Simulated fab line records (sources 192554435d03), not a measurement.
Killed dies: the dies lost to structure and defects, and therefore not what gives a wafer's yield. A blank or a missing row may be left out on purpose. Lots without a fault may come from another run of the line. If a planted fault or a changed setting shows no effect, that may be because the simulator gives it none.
Split-lot experiment ; flow n5-finfet ; 21 wafers read from 7 lots, route of 1938 steps

## THE SPLIT
At N5_BEOL_M15_COAT_04 (resist thk 800 nm), the setting spin-rpm was moved away from the recipe's 1704 rpm on 7 of the 21 wafers read, by -7.5% to +10.5%. For the rest of the wafers, this setting stayed at what the recipe calls for.

The reading is taken at the split's own step.

## THE READING
coat_of_BEOL_M15_COAT_04.thk-nm (the simulator's own value, which no gauge read), in nm, at N5_BEOL_M15_COAT_04 (resist thk 800 nm). The file gives no usual value for it. Average 798.6 nm, standard deviation 2.3 nm, over the 14 wafers here run with the recipe.

wafer;tool, chamber at the split;spin-rpm as run, rpm;against the recipe;coat_of_BEOL_M15_COAT_04.thk-nm, nm;against lot-mates on the recipe
L077.1;litho-track-03, 0;1883;+10.5%;758.6;-42.0
L077.2;litho-track-03, 0;1704;recipe;801.2;-
L077.4;litho-track-03, 0;1704;recipe;800;-
L082.1;litho-track-01, 0;1644;-3.5%;816;+11.6
L082.4;litho-track-01, 0;1644;-3.5%;817.4;+13.0
L082.5;litho-track-01, 0;1704;recipe;804.4;-
L086.2;litho-track-03, 0;1704;recipe;797.6;-
L086.5;litho-track-03, 0;1704;recipe;798.2;-
L086.6;litho-track-03, 0;1704;recipe;798;-
L085.1;litho-track-03, 0;1845;+8.3%;763.4;-32.1
L085.3;litho-track-03, 0;1704;recipe;795.6;-
L085.4;litho-track-03, 0;1704;recipe;795.4;-
L089.1;litho-track-03, 0;1704;recipe;796.6;-
L089.3;litho-track-03, 0;1704;recipe;798.4;-
L089.4;litho-track-03, 0;1704;recipe;797;-
L092.2;litho-track-05, 0;1704;recipe;799;-
L092.4;litho-track-05, 0;1820;+6.8%;773.6;-25.5
L092.6;litho-track-05, 0;1704;recipe;799.2;-
L094.3;litho-track-01, 0;1577;-7.5%;833.2;+33.6
L094.5;litho-track-01, 0;1577;-7.5%;831.2;+31.6
L094.6;litho-track-01, 0;1704;recipe;799.6;-

FIT RESULTS
A straight line over all 21 wafers: coat_of_BEOL_M15_COAT_04.thk-nm changes by -4.19 nm for each +1% of spin-rpm; r = -0.99; the points scatter about the line by 2.5 nm.
The same after taking each lot's own level away (the mean of its wafers on the recipe; 21 wafers): -4.03 nm for each +1%; r = -1.00; scatter 1.3 nm.
Per that fit: largest spin-rpm move, reading shift of 42 nm.
Across the lots, their own levels run from 795.50 to 804.40 nm, a range of 3.9 times the standard deviation given above.
The two slopes are in agreement: the lot-to-lot level therefore moves the slope only a little.
Check: for one of the wafers moved furthest among these (+10.5%), held out of the fit, the line's prediction against its lot-mates is -42.1 nm. It came out at -42 nm against them.

## OTHER SPLITS ON THESE WAFERS
Before the reading, these wafers also passed through other splits. Each is held against what the fit with the lots' levels taken away leaves over:
other split on the same wafers;wafers away from the commonest value;r with coat_of_BEOL_M15_COAT_04.thk-nm (lot level and that fit taken away)
N5_BEOL_M8_DESCUM_33 time-s;6;-0.56
N5_BEOL_M10_ETCH_41 source-w;4;-0.15
N5_BEOL_M11_COAT_63 spin-rpm;5;+0.11
N5_BEOL_M11_COAT_64 spin-rpm;3;-0.08
N5_BEOL_M12_PEB_08 peb-time-s;5;+0.25
N5_BEOL_M13_SPUTTER_44 power-w;5;+0.30
N5_BEOL_M14_SPUTTER_43 power-w;7;+0.46
N5_BEOL_M15_ILD_DEP_00 temp-c;9;+0.17

## THE FILE'S OWN FIT
coat_of_BEOL_M15_COAT_04.thk-nm changes by -3.98 nm for each +1% of spin-rpm, r = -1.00.
